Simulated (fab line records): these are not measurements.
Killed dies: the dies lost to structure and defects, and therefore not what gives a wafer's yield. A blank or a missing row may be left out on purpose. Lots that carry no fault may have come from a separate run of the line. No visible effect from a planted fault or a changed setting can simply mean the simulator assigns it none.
Matching of chambers    flow nand_harc    rie_diel-10 running NHARC_P_GATE_DESCUM_48: 4 sister chambers
The step chemistry O2, time 3 s. 8 wafers are shown with their chamber, then 8 later ones without.

WAFERS WITH THEIR CHAMBER
wafer   chamber  drypump_motor_current_A (A)  oes_product_au (a.u.)
L084.2  0        5.8                          1.017
L085.1  1        5.7                          0.996
L085.3  3        6.3                          1.009
L085.6  2        5.2                          0.979
L089.2  0        5.8                          1.012
L089.4  2        5.2                          1.001
L089.5  3        6.4                          1.014
L091.2  1        5.7                          1.015

WAFERS MISSING THEIR CHAMBER
wafer   drypump_motor_current_A (A)  oes_product_au (a.u.)
L091.3  5.2                          1.005
L091.6  5.8                          1.037
L093.3  5.2                          0.996
L093.5  6.4                          1.014
L093.6  5.2                          0.985
L095.1  6.3                          1.000
L095.4  5.9                          1.019
L095.5  5.8                          1.030

WHICH CHAMBER EACH WENT THROUGH
wafer   from the rows above      in truth
L091.3  2                        2
L091.6  can't be placed: 0 or 1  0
L093.3  2                        2
L093.5  3                        3
L093.6  2                        2
L095.1  3                        3
L095.4  0                        0
L095.5  0                        0
Correct placement for 7 of the 8. Can't be placed from these rows: 1 (the true chamber is among the candidates in 1). 0 placed wrongly.
How it was worked out, from the rows above alone: a wafer's distance from a chamber is the root of the sum, over the readings, of the square of ((its reading less the chamber's mean) divided by the reading's scatter). If the next closest chamber is less than 2 further off than the closest, the wafer can't be placed; otherwise it belongs to the closest. For every chamber, the mean is computed from those of its wafers that are shown. The scatter: the root of (the sum of the squares of (reading less its chamber's mean) over the shown wafers, divided by (wafers less chambers)).
